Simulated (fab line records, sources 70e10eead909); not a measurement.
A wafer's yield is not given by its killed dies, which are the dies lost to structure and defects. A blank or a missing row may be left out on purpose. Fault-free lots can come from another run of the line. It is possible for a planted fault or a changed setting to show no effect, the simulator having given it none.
fab line records	flow nand-harc
record lots=12	wafers=36	last-day=24
route steps=1159 shown P_GATE@197 P_M0@282 P_M1@295
lots with no fault: from the same line, run without faults
start-h: hours from the record's first day to the start of the lot's first wafer shown	wait-h: hours elapsed since this lot's preceding step	" same as the row above	L1.1+2: a row that stands for several wafers	- either no value or no given start	* or withheld: withheld	< > ~ a bound
route shown NAME@n: NAME is a module with steps in the file, n the number in the route of the first one	usual: mean/standard deviation taken from wafers without a fault	same: alike in all rows	chamber/n: place in a boat	sites: each site's reading	_std_site: standard deviation of those values	_edge_site: the outer-site mean with the inner-site mean subtracted	radius-mm: for every site, how far away it sits from the centre of the wafer	mask NAME#n: copy n	behind: tool/chamber where the wafer was last shaped	hold: why the lot was held/for how many hours/how that ended	device: transistor that didn't switch, given as n, p or np	end of line: the same wafers' tests at the end of the route	where a step has no rows: the recipe by itself	killed: count of dies lost to structure and defects at first sort (not the wafer's yield)	map: a wafer's dies, x killed, . not, _ none there
set.NAME: setting as actually run; set.NAME@STEP: the setting as run at that earlier step	model.NAME: the simulator's own value behind a step, which no gauge read
steps of the route over a sample of lots; a table a step, a row a wafer
services: a tool's chamber out of use, with start hour (start-h, from the record's first day; less than 0 if before it), hours out, and reason
## steps
# step NHARC_P_GATE_EXPOSE_88
# recipe na=0.6	target-cd-nm=2000	dose-mj=11.87	mask-id=P_HVN
lot.wafer	tool	chamber	start-h	wait-h	mask
L779.1+2+4	krf-scanner-02	0	105.83	-	P_HVN#0
L782.4+5+6	krf-scanner-02	0	123.33	-	P_HVN#0
L783.2+4+6	krf-scanner-01	0	125.34	-	P_HVN#0
L787.1+5+6	krf-scanner-02	0	153.26	-	P_HVN#0
L788.3+4+5	krf-scanner-01	0	153.58	-	P_HVN#0
L790.2+4+6	krf-scanner-02	0	164.24	-	P_HVN#0
L792.2+5+6	krf-scanner-04	0	180.61	-	P_HVN#0
L791.2+5+6	krf-scanner-02	0	183.08	-	P_HVN_R1#0
L795.1+2+5	krf-scanner-02	0	200.76	-	P_HVN#0
L796.3+4+5	krf-scanner-01	0	207.68	-	P_HVN#0
L797.3+4+6	krf-scanner-01	0	213.03	-	P_HVN#0
L802.3+5+6	krf-scanner-01	0	242.98	-	P_HVN#0
# step NHARC_P_GATE_CD_MEAS_91
# recipe target-cd-nm=2000	landing-energy-ev=500
# usual cd-nm=2000.6/1.8
# same landing-energy-ev=500
lot.wafer	tool	chamber	start-h	wait-h	cd-nm
L779.1	cd-sem-02	0	105.99	-	2004.2
L779.2	"	0	"	"	2002.1
L779.4	"	0	"	"	1998.0
L782.4	cd-sem-02	0	123.48	-	2001.0
L782.5	"	0	"	"	2001.1
L782.6	"	0	"	"	2001.0
L783.2	cd-sem-01	0	125.49	-	1999.7
L783.4	"	0	"	"	2003.4
L783.6	"	0	"	"	1999.4
L787.1	cd-sem-01	0	153.42	-	2000.5
L787.5	"	0	"	"	2000.8
L787.6	"	0	"	"	2000.3
L788.3	cd-sem-01	0	153.73	-	1998.6
L788.4	"	0	"	"	2001.9
L788.5	"	0	"	"	2000.1
L790.2	cd-sem-03	0	164.39	-	2000.3
L790.4	"	0	"	"	1998.2
L790.6	"	0	"	"	2001.9
L792.2	cd-sem-02	0	180.76	-	1996.9
L792.5	"	0	"	"	1997.9
L792.6	"	0	"	"	1997.0
L791.2	cd-sem-02	0	183.24	-	1939.8
L791.5	"	0	"	"	1937.7
L791.6	"	0	"	"	1940.6
L795.1	cd-sem-01	0	200.91	-	1995.7
L795.2	"	0	"	"	1996.4
L795.5	"	0	"	"	1997.3
L796.3	cd-sem-01	0	207.83	-	2000.2
L796.4	"	0	"	"	2002.3
L796.5	"	0	"	"	2001.6
L797.3	cd-sem-02	0	213.18	-	2001.3
L797.4	"	0	"	"	2000.5
L797.6	"	0	"	"	1997.4
L802.3	cd-sem-02	0	243.13	-	2003.3
L802.5	"	0	"	"	2004.5
L802.6	"	0	"	"	2000.6
# step NHARC_P_M0_INSPECT_27
# usual raw-defect-count=329/130
lot.wafer	tool	chamber	start-h	wait-h	raw-defect-count
L779.1	defect-inspect-02	-	122.71	0.0	127
L779.2	"	-	"	"	163
L779.4	"	-	"	"	212
L782.4	defect-inspect-01	-	135.49	0.0	281
L782.5	"	-	"	"	470
L782.6	"	-	"	"	534
L783.2	defect-inspect-01	-	140.28	0.0	434
L783.4	"	-	"	"	688
L783.6	"	-	"	"	351
L787.1	defect-inspect-02	-	165.64	0.0	241
L787.5	"	-	"	"	527
L787.6	"	-	"	"	299
L788.3	defect-inspect-01	-	166.18	0.0	366
L788.4	"	-	"	"	416
L788.5	"	-	"	"	499
L790.2	defect-inspect-02	-	179.43	0.0	399
L790.4	"	-	"	"	281
L790.6	"	-	"	"	288
L792.2	defect-inspect-02	-	197.44	0.0	167
L792.5	"	-	"	"	263
L792.6	"	-	"	"	220
L791.2	defect-inspect-02	-	198.44	0.0	267
L791.5	"	-	"	"	221
L791.6	"	-	"	"	257
L795.1	defect-inspect-02	-	217.63	0.0	458
L795.2	"	-	"	"	554
L795.5	"	-	"	"	351
L796.3	defect-inspect-01	-	224.05	0.0	476
L796.4	"	-	"	"	380
L796.5	"	-	"	"	324
L797.3	defect-inspect-01	-	224.79	0.0	303
L797.4	"	-	"	"	226
L797.6	"	-	"	"	178
L802.3	defect-inspect-01	-	258.07	0.0	430
L802.5	"	-	"	"	179
L802.6	"	-	"	"	320
# step NHARC_P_M1_CD_MEAS_09
# recipe target-cd-nm=130	landing-energy-ev=500
# usual cd-nm=130.2/0.76
# same landing-energy-ev=500
lot.wafer	tool	chamber	start-h	wait-h	cd-nm
L779.1	cd-sem-02	0	124.11	-	129.3
L779.2	"	0	"	"	130.0
L779.4	"	0	"	"	130.3
L782.4	cd-sem-01	0	136.87	-	130.0
L782.5	"	0	"	"	130.5
L782.6	"	0	"	"	129.4
L783.2	cd-sem-01	0	141.56	-	131.1
L783.4	"	0	"	"	129.5
L783.6	"	0	"	"	129.9
L787.1	cd-sem-02	0	167.03	-	131.3
L787.5	"	0	"	"	131.8
L787.6	"	0	"	"	131.5
L788.3	cd-sem-03	0	167.62	-	129.9
L788.4	"	0	"	"	130.1
L788.5	"	0	"	"	129.5
L790.2	cd-sem-02	0	180.70	-	130.4
L790.4	"	0	"	"	130.7
L790.6	"	0	"	"	131.4
L792.2	cd-sem-01	0	198.83	-	129.9
L792.5	"	0	"	"	129.8
L792.6	"	0	"	"	130.1
L791.2	cd-sem-02	0	199.84	-	129.2
L791.5	"	0	"	"	129.0
L791.6	"	0	"	"	129.2
L795.1	cd-sem-03	0	219.07	-	129.7
L795.2	"	0	"	"	130.5
L795.5	"	0	"	"	130.6
L796.3	cd-sem-02	0	225.48	-	129.7
L796.4	"	0	"	"	130.1
L796.5	"	0	"	"	129.8
L797.3	cd-sem-01	0	226.18	-	129.3
L797.4	"	0	"	"	130.0
L797.6	"	0	"	"	130.1
L802.3	cd-sem-01	0	259.60	-	129.7
L802.5	"	0	"	"	130.9
L802.6	"	0	"	"	129.4
# step NHARC_P_M1_ETCH_35
# recipe target-depth-a=400	overetch-a=120	time-s=43.94	ion-energy-ev=200	n2-flow-sccm=150	h2-flow-sccm=150	ar-flow-sccm=0	rf-w=400	bias-w=150	chemistry=N2/H2
# usual bias-w=150.0/0.46	drypump-motor-current-A=5.6/0.46	oes-product-au=0.995/0.014	rf-vpp-V=430.8/2.4	showerhead-plenum-p-Torr=2.05/0.085	throttle-valve-pct=14.170/0.0093
lot.wafer	tool	chamber	start-h	wait-h	bias-w	drypump-motor-current-A	oes-product-au	rf-hours-counter-h	rf-vpp-V	showerhead-plenum-p-Torr	throttle-valve-pct
L779.4	rie-diel-08	2	124.38	0.1	149.6	6.2	1.009	10.7	427.1	1.91	14.181
L779.2	"	3	"	"	149.4	6.4	0.997	11.3	430.7	2.07	14.181
L779.1	"	0	"	"	148.9	5.8	1.021	10.0	434.1	2.15	14.171
L782.4	rie-diel-13	2	137.14	0.1	150.4	5.3	0.993	0.7	434.7	2.19	14.173
L782.5	"	1	"	"	149.6	5.2	0.967	-	428.6	1.98	14.171
L782.6	"	2	"	"	149.3	5.3	0.991	-	435.5	2.19	14.165
L783.4	rie-diel-13	1	141.83	0.1	149.9	5.2	0.961	0.8	428.2	1.98	14.160
L783.2	"	3	"	"	150.8	5.1	0.995	0.9	430.6	2.06	14.159
L783.6	"	1	"	"	150.4	5.2	0.966	-	428.5	1.98	14.166
L787.1	rie-diel-08	0	167.31	0.1	150.2	5.8	1.003	2.8	433.9	2.15	14.158
L787.5	"	2	"	"	150.2	6.2	1.000	-	426.3	1.91	14.166
L787.6	"	3	"	"	149.8	6.4	0.990	-	430.5	2.07	14.179
L788.3	rie-diel-13	0	167.90	0.1	150.5	5.9	0.985	1.6	431.8	2.11	14.172
L788.4	"	1	"	"	150.1	5.2	0.973	1.5	429.8	1.98	14.177
L788.5	"	2	"	"	150.2	5.3	1.001	-	434.7	2.19	14.206
L790.4	rie-diel-01	0	180.97	0.1	150.0	5.2	1.026	2.6	431.2	2.08	14.164
L790.2	"	3	"	"	149.6	5.6	1.004	2.2	429.6	1.99	14.168
L790.6	"	0	"	"	149.6	5.2	1.027	-	431.2	2.08	14.168
L792.2	rie-diel-13	2	199.10	0.1	150.3	5.3	1.008	2.0	434.1	2.19	14.168
L792.6	"	2	"	"	149.7	5.3	0.995	-	433.3	2.19	14.172
L792.5	"	3	"	"	150.3	5.1	0.995	-	431.4	2.05	14.159
L791.2	rie-diel-08	3	200.13	0.1	150.0	6.4	0.991	4.3	430.0	2.07	14.177
L791.5	"	0	"	"	150.0	5.8	1.001	-	432.3	2.15	14.178
L791.6	"	1	"	"	150.0	5.4	1.009	-	426.0	1.95	14.169
L795.2	rie-diel-13	0	219.36	0.1	150.5	5.9	0.985	2.7	433.5	2.11	14.174
L795.1	"	1	"	"	149.3	5.2	0.976	2.5	428.0	1.98	14.177
L795.5	"	3	"	"	149.9	5.1	0.994	-	430.8	2.05	14.166
L796.3	rie-diel-01	3	225.75	0.1	150.1	5.6	1.002	5.0	428.9	1.98	14.159
L796.4	"	2	"	"	150.8	6.6	0.972	4.0	430.6	2.04	14.173
L796.5	"	3	"	"	149.6	5.5	0.994	-	429.8	1.98	14.158
L797.4	rie-diel-01	3	226.45	0.1	150.9	5.5	1.010	5.1	429.1	1.98	14.166
L797.3	"	2	"	"	150.1	6.6	0.997	4.1	431.2	2.04	14.167
L797.6	"	0	"	"	150.0	5.2	1.023	-	431.1	2.08	14.178
L802.3	rie-diel-01	3	259.88	0.1	149.4	5.5	1.012	7.6	427.9	1.98	14.164
L802.5	"	1	"	"	150.5	5.5	1.003	-	429.4	1.95	14.171
L802.6	"	2	"	"	150.0	6.6	0.982	-	430.8	2.04	14.157
## services
tool	chamber	start-h	hours	kind
krf-scanner-01	-	84.11	4.0	pm
krf-scanner-04	-	84.61	26.5	repair
rie-diel-08	0	84.89	7.4	repair
rie-diel-13	0	91.86	15.1	repair
rie-diel-13	-	96.00	0.3	repair
rie-diel-13	-	99.00	9.0	pm
rie-diel-08	0	101.31	3.7	repair
rie-diel-01	0	108.72	17.7	repair
krf-scanner-04	-	113.03	0.6	repair
rie-diel-08	-	124.81	9.0	pm
rie-diel-01	-	134.60	1.0	repair
rie-diel-01	-	137.80	9.0	pm
rie-diel-13	-	144.04	0.3	repair
rie-diel-01	2	151.45	9.2	repair
krf-scanner-02	-	152.48	0.2	repair
rie-diel-13	-	171.83	0.7	repair
rie-diel-08	1	205.09	8.1	repair
rie-diel-08	3	208.89	9.3	repair
krf-scanner-02	-	210.00	4.0	pm
rie-diel-08	3	229.92	1.3	repair
rie-diel-13	-	232.58	0.3	repair
rie-diel-08	0	240.69	1.9	repair
rie-diel-13	2	250.93	8.0	repair
krf-scanner-01	-	256.11	4.0	pm
## key
first-sign step=NHARC_P_GATE_EXPOSE_88	reading=mask	direction=changed
effect step=NHARC_P_GATE_CD_MEAS_91	reading=cd-nm	direction=down	sigmas=33	usual=2000.6	struck=1939.4
met-at NHARC_P_GATE_EXPOSE_88
struck-lots L791
tester-left-out L791
not-acting-at NHARC_P_M0_INSPECT_27,NHARC_P_M1_CD_MEAS_09,NHARC_P_M1_ETCH_35
onset-between 164.24 183.08
fault kind=wrong-mask	tool=any	chamber=-	onset-h=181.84	steps=NHARC_P_GATE_EXPOSE_88	aux-copy=P_HVN_R1#0	cd-offset-nm=-61.996	scope=struck-lots-only
# tester-left-out: of these lots the tester's yield and bins aren't shown, on N5 and GAA mostly nor the transistor test; their killed dies are dies lost to structure and defects alone, not to doping, threshold or leakage, so they don't give the yield
